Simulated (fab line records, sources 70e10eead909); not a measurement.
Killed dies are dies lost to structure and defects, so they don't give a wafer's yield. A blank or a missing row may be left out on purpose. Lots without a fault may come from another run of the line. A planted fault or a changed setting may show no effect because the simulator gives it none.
Chamber matching | flow nand_harc | NHARC_A_ZERO_WELL_DESCUM_12 on rie_diel-08: 4 sister chambers
The step chemistry O2, time 3 s. 20 wafers are shown with their chamber, then 10 later ones without.

WAFERS WITH THEIR CHAMBER
wafer  | chamber | drypump_motor_current_A (A) | oes_product_au (a.u.) | rf_vpp_V (V)
L077.1 | 1       | 5.3                         | 1.011                 | 57.7
L077.4 | 3       | 5.9                         | 1.013                 | 57.0
L077.6 | 3       | 5.9                         | 1.002                 | 56.4
L074.2 | 2       | 5.9                         | 1.009                 | 56.0
L074.3 | 3       | 5.8                         | 1.010                 | 58.4
L074.4 | 1       | 5.4                         | 0.996                 | 58.4
L074.1 | 0       | 5.5                         | 0.990                 | 57.9
L074.5 | 0       | 5.5                         | 0.986                 | 57.8
L074.6 | 3       | 5.9                         | 1.010                 | 58.1
L087.1 | 2       | 5.8                         | 1.003                 | 58.3
L087.2 | 1       | 5.4                         | 0.991                 | 60.2
L087.6 | 3       | 5.8                         | 1.002                 | 58.2
L090.1 | 1       | 5.3                         | 1.003                 | 55.9
L090.2 | 0       | 5.5                         | 0.989                 | 57.5
L090.6 | 1       | 5.3                         | 0.998                 | 58.4
L092.3 | 3       | 5.8                         | 1.007                 | 57.2
L092.4 | 2       | 5.9                         | 1.005                 | 56.7
L092.5 | 2       | 5.8                         | 1.009                 | 56.6
L092.1 | 1       | 5.3                         | 0.995                 | 57.3
L092.2 | 0       | 5.5                         | 0.995                 | 57.9

SIGNATURES (means of the wafers above)
reading                 | chamber 0 | chamber 1 | chamber 2 | chamber 3 | scatter within a chamber
drypump_motor_current_A | 5.500     | 5.333     | 5.850     | 5.850     | 0.0489
oes_product_au          | 0.99000   | 0.99900   | 1.00650   | 1.00733   | 0.00514
rf_vpp_V                | 57.775    | 57.983    | 56.900    | 57.550    | 1.01
Rule: a wafer's distance from a chamber is the root of the sum, over the readings, of the square of ((its reading less the chamber's mean) divided by the reading's scatter). The wafer belongs to the nearest chamber; if the next one is less than 2 further off, it can't be placed. The scatter: the root of (the sum of the squares of (reading less its chamber's mean) over the shown wafers, divided by (wafers less chambers)).

WAFERS WITHOUT THEIR CHAMBER
wafer  | drypump_motor_current_A (A) | oes_product_au (a.u.) | rf_vpp_V (V)
L092.6 | 5.9                         | 1.005                 | 57.4
L091.4 | 5.9                         | 0.998                 | 57.5
L091.5 | 5.5                         | 0.994                 | 57.3
L091.6 | 5.9                         | 0.992                 | 58.4
L095.2 | 5.9                         | 1.009                 | 57.2
L095.4 | 5.3                         | 0.996                 | 57.8
L095.5 | 5.9                         | 1.006                 | 57.5
L097.1 | 5.5                         | 0.980                 | 58.1
L097.2 | 5.9                         | 1.010                 | 57.2
L097.6 | 5.8                         | 1.003                 | 57.2

WHICH CHAMBER EACH WENT THROUGH
wafer  | from the rows above     | in truth
L092.6 | can't be placed: 3 or 2 | 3
L091.4 | can't be placed: 2 or 3 | 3
L091.5 | 0                       | 0
L091.6 | can't be placed: 3 or 2 | 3
L095.2 | can't be placed: 3 or 2 | 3
L095.4 | 1                       | 1
L095.5 | can't be placed: 3 or 2 | 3
L097.1 | 0                       | 0
L097.2 | can't be placed: 3 or 2 | 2
L097.6 | can't be placed: 2 or 3 | 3
Placed correctly: 3 of 10. Can't be placed from these rows: 7 (the true chamber is among the candidates in 7). Placed wrongly: 0.
